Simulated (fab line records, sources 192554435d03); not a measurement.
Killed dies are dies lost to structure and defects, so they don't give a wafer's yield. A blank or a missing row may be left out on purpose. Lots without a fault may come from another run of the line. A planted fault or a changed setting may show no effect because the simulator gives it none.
Chamber matching | flow n5_finfet | N5_FIN_SAQP_STRIP_70 on rie_diel-06: 4 sister chambers
The step strips in N2/H2. 16 wafers are shown with their chamber, then 8 later ones without.

WAFERS WITH THEIR CHAMBER
wafer  | chamber | drypump_motor_current_A (A) | showerhead_plenum_p_Torr (Torr) | throttle_valve_pct (%)
L079.3 | 0       | 6.2                         | 3.30                            | 18.5
L079.4 | 2       | 5.4                         | 3.27                            | 18.3
L079.5 | 2       | 5.4                         | 3.27                            | 18.4
L083.1 | 0       | 6.3                         | 3.30                            | 18.5
L083.3 | 2       | 5.5                         | 3.26                            | 18.4
L083.4 | 3       | 6.6                         | 3.42                            | 19.4
L085.1 | 0       | 6.3                         | 3.29                            | 18.6
L085.2 | 2       | 5.4                         | 3.26                            | 18.4
L085.6 | 1       | 4.8                         | 3.22                            | 18.8
L092.1 | 3       | 6.6                         | 3.41                            | 19.4
L092.2 | 1       | 4.9                         | 3.21                            | 18.9
L092.3 | 2       | 5.4                         | 3.26                            | 18.4
L094.1 | 2       | 5.4                         | 3.25                            | 18.4
L094.5 | 1       | 4.9                         | 3.21                            | 18.9
L094.6 | 0       | 6.2                         | 3.28                            | 18.6
L095.2 | 3       | 6.6                         | 3.41                            | 19.4

SIGNATURES (means of the wafers above)
reading                  | chamber 0 | chamber 1 | chamber 2 | chamber 3 | scatter within a chamber
drypump_motor_current_A  | 6.250     | 4.867     | 5.417     | 6.600     | 0.0456
showerhead_plenum_p_Torr | 3.2925    | 3.2133    | 3.2617    | 3.4133    | 0.00759
throttle_valve_pct       | 18.550    | 18.867    | 18.383    | 19.400    | 0.0456
Rule: a wafer's distance from a chamber is the root of the sum, over the readings, of the square of ((its reading less the chamber's mean) divided by the reading's scatter). The wafer belongs to the nearest chamber; if the next one is less than 2 further off, it can't be placed. The scatter: the root of (the sum of the squares of (reading less its chamber's mean) over the shown wafers, divided by (wafers less chambers)).

WAFERS WITHOUT THEIR CHAMBER
wafer  | drypump_motor_current_A (A) | showerhead_plenum_p_Torr (Torr) | throttle_valve_pct (%)
L095.3 | 6.2                         | 3.28                            | 18.6
L095.4 | 4.9                         | 3.21                            | 18.9
L096.1 | 6.3                         | 3.28                            | 18.6
L096.2 | 6.6                         | 3.40                            | 19.4
L096.4 | 4.9                         | 3.20                            | 18.9
L097.2 | 5.4                         | 3.25                            | 18.4
L097.4 | 4.8                         | 3.20                            | 18.9
L097.5 | 5.5                         | 3.25                            | 18.4

WHICH CHAMBER EACH WENT THROUGH
wafer  | from the rows above | in truth
L095.3 | 0                   | 0
L095.4 | 1                   | 1
L096.1 | 0                   | 0
L096.2 | 3                   | 3
L096.4 | 1                   | 1
L097.2 | 2                   | 2
L097.4 | 1                   | 1
L097.5 | 2                   | 2
Placed correctly: 8 of 8. Can't be placed from these rows: 0. Placed wrongly: 0.
